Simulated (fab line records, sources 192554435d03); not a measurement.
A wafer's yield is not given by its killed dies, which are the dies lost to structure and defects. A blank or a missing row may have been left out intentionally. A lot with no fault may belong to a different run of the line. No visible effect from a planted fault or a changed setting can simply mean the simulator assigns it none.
A lot that was struck, set against a sound lot    flow n5 finfet    27 steps out of a route of 1938
Sound: these wafers, L465.2, L465.3, L465.6. Wafers L460.3, L460.4, L460.6 were the ones struck. Last of all comes the cause.
Order at every step that has rows: each side's tool, ch and its chambers, its first start. Under that, the readings that differ: sound wafers    struck wafers    difference of the means    sigmas: that difference in standard deviations of wafers without a fault.
alike: readings with means less than 2 such deviations apart, plus words and numbers identical on both sides. not compared: withheld readings, readings lacking a value on some wafer, bounds such as >300 that could conceal the same value, and numbers that have no deviation in the record and whose values overlap.
A row with sigmas, a row that says differs or no value, or rows on one side alone: a step with any of these is where the two part. Non-overlapping numbers with no deviation appear without sigmas and do not part them. A reading missing from all wafers of one side parts the sides only when that side holds two or more wafers.

first, 9 steps without rows for these wafers: N5_WELL_APT_EXPOSE_22 (exposes mask PWELL, defocus 0 nm, target cd 200 nm); N5_WELL_APT_PEB_23 (peb time 90 s); N5_WELL_APT_DEVELOP_24 (develop time 45 s); N5_WELL_APT_HARDBAKE_29 (time 120 s); N5_WELL_APT_DESCUM_30 (chemistry O2, time 7.9 s); N5_WELL_APT_IMPLANT_31; N5_WELL_APT_IMPLANT_32; N5_WELL_APT_STRIP_33 (strips in SPM, time 900 s); N5_WELL_APT_RTA_34 (time 10 s).
N5_WELL_APT_OXIDE_STRIP_42: strips SiO2 in dHF, time 45 s, target depth 12 nm.
  sound on wet bench-06 ch 2,3,4, day 7 10:08; struck on wet bench-03 ch 2,3,6, day 6 03:49
then, 4 steps without rows for these wafers: N5_WELL_APT_PRECLEAN_36 (cleans in O3/DIW, time 45 s); N5_WELL_APT_PRECLEAN_39 (cleans in dHF, time 60 s); N5_WELL_APT_SRD_37 (time 30 s); N5_WELL_APT_EPI_41 (deposits Si from SiH4/H2, target thk 50 nm, time 297.7 s).
N5_WELL_APT_INSPECT_38: inspects for defects (darkfield).
  sound: defect inspect-01 at day 7 10:52; struck: defect inspect-01 at day 6 04:32
reading           sound    struck       difference  sigmas
raw defect count  8 11 13  516 511 476  +490        +98
then, 8 steps without rows for these wafers: N5_PMOS_HMC_CHANNEL_EPI_HM_DEP_34 (deposits SiO2 from TEOS/O2, target thk 36 nm, time 6.9 s); N5_PMOS_HMC_CHANNEL_EPI_COAT_31 (time 60 s, resist thk 66 nm); N5_PMOS_HMC_CHANNEL_EPI_COAT_03 (resist thk 205 nm); N5_PMOS_HMC_CHANNEL_EPI_EBR_05; N5_PMOS_HMC_CHANNEL_EPI_SOFTBAKE_04 (time 60 s); N5_PMOS_HMC_CHANNEL_EPI_EXPOSE_06 (exposes mask PMOS HMC BLK, target cd 240 nm); N5_PMOS_HMC_CHANNEL_EPI_PEB_07 (peb time 60 s); N5_PMOS_HMC_CHANNEL_EPI_DEVELOP_08 (develop time 30 s).
N5_PMOS_HMC_CHANNEL_EPI_INSPECT_11: inspects for defects (macro).
  sound: defect inspect-01 at day 7 11:14; struck: defect inspect-02 at day 6 04:55
reading           sound  struck          difference  sigmas
raw defect count  1 3 2  >300 >300 >300  differs     
then, 1 step without rows for these wafers: N5_PMOS_HMC_CHANNEL_EPI_DESCUM_14 (chemistry O2, time 7.9 s).
-- here the record skips 7 days between the struck wafers' starts before and after, leaving off in module PMOS_HMC_CHANNEL_EPI and picking up in module BEOL_M4 (first step shown: number 1111 of the route) --
N5_BEOL_M4_RC_MEAS_101:
  sound on prober-01 ch 0, day 13 17:56; struck on prober-02 ch 0, day 12 17:25
  alike: DIBL_N, DIBL_P, IOFF_N, IOFF_P, ION_N, ION_P, SS_N, SS_P, VT_N, VT_P
-- a jump in the record: the struck wafers' starts before and after are 5 days apart (it breaks off in module BEOL_M4 and resumes in module PASSIVATION, where the first step shown is number 1936 of the route) --
N5_PASSIVATION_PROBE_49:
  the record has rows for the struck wafers here (prober-02, day 17 07:53) and none for the sound ones

## WHERE THEY PART
At N5_WELL_APT_INSPECT_38 first; at N5_PASSIVATION_PROBE_49 last (within this record only).

WHY: the cause the simulator had injected
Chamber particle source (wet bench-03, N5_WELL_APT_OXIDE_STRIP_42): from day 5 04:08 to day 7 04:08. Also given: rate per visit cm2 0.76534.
